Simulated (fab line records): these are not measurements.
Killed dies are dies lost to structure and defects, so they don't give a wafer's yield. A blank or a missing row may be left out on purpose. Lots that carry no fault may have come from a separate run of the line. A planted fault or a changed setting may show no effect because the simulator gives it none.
A lot that was struck, set against a sound lot + flow nand-harc + 13 out of 1159 route steps
Sound: the wafers L276.3, L276.5, L276.6. Wafers L287.1, L287.3, L287.5 were the ones struck. The cause comes at the end.
Each step with rows lists, per side, the tool, then ch with its chambers, then its first start. Under that, the readings that differ: sound wafers + struck wafers + difference of the means + sigmas: that difference in standard deviations of wafers without a fault.
alike: words and numbers the same on both sides, and readings whose means are apart by under 2 such deviations; not compared: readings that were withheld, readings missing a value for some wafer, numbers with overlapping values and no deviation given by the record, and bounds like >300 which may hide the same value.
The two part at a step that has a row with sigmas, a row that says differs or no value, or rows on one side only. Non-overlapping numbers with no deviation appear without sigmas and do not part them. A reading that every wafer of one side lacks parts them only if that side has two wafers or more.

first, 2 steps without rows for these wafers: NHARC_A_STAIRCASE_PRECLEAN_448 (cleans in SC1); NHARC_A_STAIRCASE_SRD_449.
NHARC_A_STAIRCASE_CMP_450: polishes SiO2, target thk 200 nm.
  sound on cmp-02 ch 0,3, day 15 07:39; struck on cmp-02 ch 0,2,3, day 17 15:45
  alike: edge-zone-pressure-frac, motor-current-A
NHARC_A_STAIRCASE_CMP_152: polishes.
  sound on cmp-02 ch 0,3, day 15 07:44; struck on cmp-02 ch 0,2,3, day 17 15:49
  alike: edge-zone-pressure-frac, motor-current-A
then, 2 steps without rows for these wafers: NHARC_A_STAIRCASE_SRD_154; NHARC_A_STAIRCASE_ETCH_403 (etches SiO2 in dHF, target depth 108.2 nm).
NHARC_A_STAIRCASE_ETCHBACK_422: etches the open film in CH3F/O2, target depth 40 nm, time 74.286 s.
  sound on rie-diel-06 ch 0,1,2, day 15 08:12; struck on rie-diel-07 ch 0,1,3, day 17 16:18
  alike: ch3f-flow-sccm, drypump-motor-current-A, oes-product-au, rf-vpp-V, showerhead-plenum-p-Torr, throttle-valve-pct
  not compared: rf-hours-counter-h
then, 1 step without rows for these wafers: NHARC_A_STAIRCASE_ETCH_423 (etches SiO2 in dHF, target depth 30 nm).
NHARC_A_STAIRCASE_ETCHBACK_157: etches the open film in CH3F/O2, target depth 90 nm, time 167.14 s.
  sound on rie-diel-06 ch 0,1,3, day 15 08:35; struck on rie-diel-06 ch 0,1, day 17 16:39
  alike: ch3f-flow-sccm, drypump-motor-current-A, oes-product-au, rf-vpp-V, showerhead-plenum-p-Torr, throttle-valve-pct
  not compared: rf-hours-counter-h
then, 1 step without rows for these wafers: NHARC_A_STAIRCASE_STRIP_475 (strips in O2, time 20 s).
NHARC_A_STAIRCASE_DEP_471: deposits SiO2, target thk 100 nm.
  sound on pecvd-03 ch 0,1, day 15 08:59; struck on pecvd-02 ch 1,2, day 17 16:56
| reading              | sound                | struck               | difference | sigmas |
|----------------------|----------------------|----------------------|------------|--------|
| susceptor-temp-C (C) | 400.11 400.43 400.44 | 399.86 400.14 399.62 | -0.45      | -2     |
  alike: heater-power-w, throttle-valve-pct
NHARC_A_STAIRCASE_CMP_472: polishes SiO2.
  sound on cmp-04 ch 0,1, day 15 09:16; struck on cmp-03 ch 1,2,3, day 17 17:14
  no value came back on the struck wafers for edge-zone-pressure-frac, motor-current-A (A); on the sound wafers edge-zone-pressure-frac reads 0.998 0.995 1.006
-- break in the record here, with 6 days between the starts of the struck wafers on either side (left off in module A_STAIRCASE, picked up again in module END, where the first step shown is number 1159 on the route) --
NHARC_END_SORT_01:
  at this point the record logs the struck wafers (prober-02 ch 0, day 23 20:20) and has no rows for the sound ones

## WHERE THEY PART
Last at NHARC_END_SORT_01 as far as this record goes, first at NHARC_A_STAIRCASE_DEP_471.

WHY: the cause the simulator had injected
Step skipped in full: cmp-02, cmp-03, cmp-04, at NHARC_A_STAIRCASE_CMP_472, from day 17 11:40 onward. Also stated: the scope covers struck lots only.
